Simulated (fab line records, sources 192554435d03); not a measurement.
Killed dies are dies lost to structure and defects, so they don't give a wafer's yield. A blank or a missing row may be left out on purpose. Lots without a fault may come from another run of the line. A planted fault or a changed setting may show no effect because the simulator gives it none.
Problem report in the 8D (eight disciplines) form, filled by code | flow n5_finfet | the parts of the form that need people (team, actions taken, sign-off) are left out

1. THE PROBLEM
raw_defect_count at N5_FIN_SAQP_INSPECT_18 reads a mean of 1252 on 2 wafers of 2 lots; wafers without a fault read 412 with a standard deviation of 100. That is +8.4 standard deviations from the usual mean.
The step: inspects for defects (brightfield).
First seen on wafer L564.2, day 2 09:37, on defect_inspect-02. The record holds 27 wafers of 9 lots with a number at this step. Rule for "out", or "out of limits": more than 4 standard deviations from the usual mean. The other wafers with a number count as sound.

2. WHAT IT IS AND WHAT IT IS NOT
question                    | is                | is not
which readings at this step | raw_defect_count  | -
which lots                  | L564, L565        | L562, L563, L566, L576, L579, L581, L582
which wafers of those lots  | L564.2, L565.3    | L564.3, L564.5, L565.1, L565.5
read on which gauges        | defect_inspect-02 | defect_inspect-01
when                        | from day 2 09:37  | up to then (8 sound wafers); but 17 sound wafers of L565, L566, L576, L579, L581, L582 came after

3. SUSPECTS, AND WHAT RULES EACH OUT
Counting: a tool at a process step up to the reading stays a suspect if it ran every lot that is out. Sound lots after the first of them don't rule it out here, since some wafers of a struck lot are sound.
- the gauge at N5_FIN_SAQP_INSPECT_18: ruled out. All the wafers that are out were read on defect_inspect-02, but those of them that N5_FIN_CUT_INSPECT_10 has rows for are out there too, on other tools.
- pecvd-03 at N5_FIN_SAQP_HM_DEP_72 (deposits SiO2 from SiH4/N2O, target thk 12 nm, time 7.2 s): kept. It ran every lot that is out, first L564 (day 2 09:05); its last sound lot up to then is L563 (day 2 04:02).
- Within pecvd-03 at N5_FIN_SAQP_HM_DEP_72: the wafers that are out ran in chamber 0; their sound lot-mates ran in chambers 1, 2.
Left after counting: pecvd-03 at N5_FIN_SAQP_HM_DEP_72.

4. THE CAUSE (what the simulator had put in)
Chamber particle source: pecvd-03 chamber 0, from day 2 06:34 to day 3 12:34, at N5_FIN_SAQP_HM_DEP_72. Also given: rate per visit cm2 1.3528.
Counting left only this tool.

5. THE CHAIN OF EFFECTS, in route order
Each row: a reading whose mean over the struck wafers that have a number lies more than 3 standard deviations from the usual. Only readings for which the record gives a usual standard deviation are gone through. hours: the time from each lot's start at the first step in this table that gives one to its start at this step, as a median over the lots. sigmas: the change in usual standard deviations.
hours | step                    | reading              | usual  | on struck wafers | change | sigmas
0     | N5_FIN_SAQP_INSPECT_18  | raw_defect_count     | 412    | 1252             | +840   | +8.4
5     | N5_FIN_SAQP_INSPECT_40  | raw_defect_count     | 223    | 1050             | +827   | +15
6     | N5_FIN_CUT_INSPECT_10   | raw_defect_count     | 41     | 929              | +888   | +81
277   | N5_PASSIVATION_PROBE_49 | defect_limited_yield | 91.3 % | 80.5             | -10.8  | -7.7
277   | N5_PASSIVATION_PROBE_49 | killed_at_front_end  | 39     | 179              | +140   | +13
277   | N5_PASSIVATION_PROBE_49 | killed_dies          | 103    | 230              | +127   | +7.9
277   | N5_PASSIVATION_PROBE_49 | sort_bin_5_function  | 5.1 %  | 12.5             | +7.4   | +8.4
277   | N5_PASSIVATION_PROBE_49 | sort_n_pass          | 1077   | 950              | -127   | -7.9
277   | N5_PASSIVATION_PROBE_49 | sort_yield_pct       | 91.3 % | 80.5             | -10.8  | -7.7
The process steps in it:
- N5_PASSIVATION_PROBE_49
Later measuring or inspecting steps at which every struck wafer that the step has a row for has a number for every such reading, and none has moved that far: N5_BEOL_M4_RC_MEAS_101.

6. WHAT WOULD HAVE CAUGHT IT SOONER
In this record the first reading out of limits at a measuring or inspecting step was taken at day 2 09:37, 3 hours after the fault began at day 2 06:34.
Of the tool readings at N5_FIN_SAQP_HM_DEP_72 for which the record gives a usual standard deviation, none was out on any struck wafer, so an alarm limit of 4 standard deviations on them would not have fired.
Of the lots that are out (2), L565 began N5_FIN_SAQP_HM_DEP_72 on pecvd-03 after day 2 09:37. A hold on the tool at that time would have spared it.
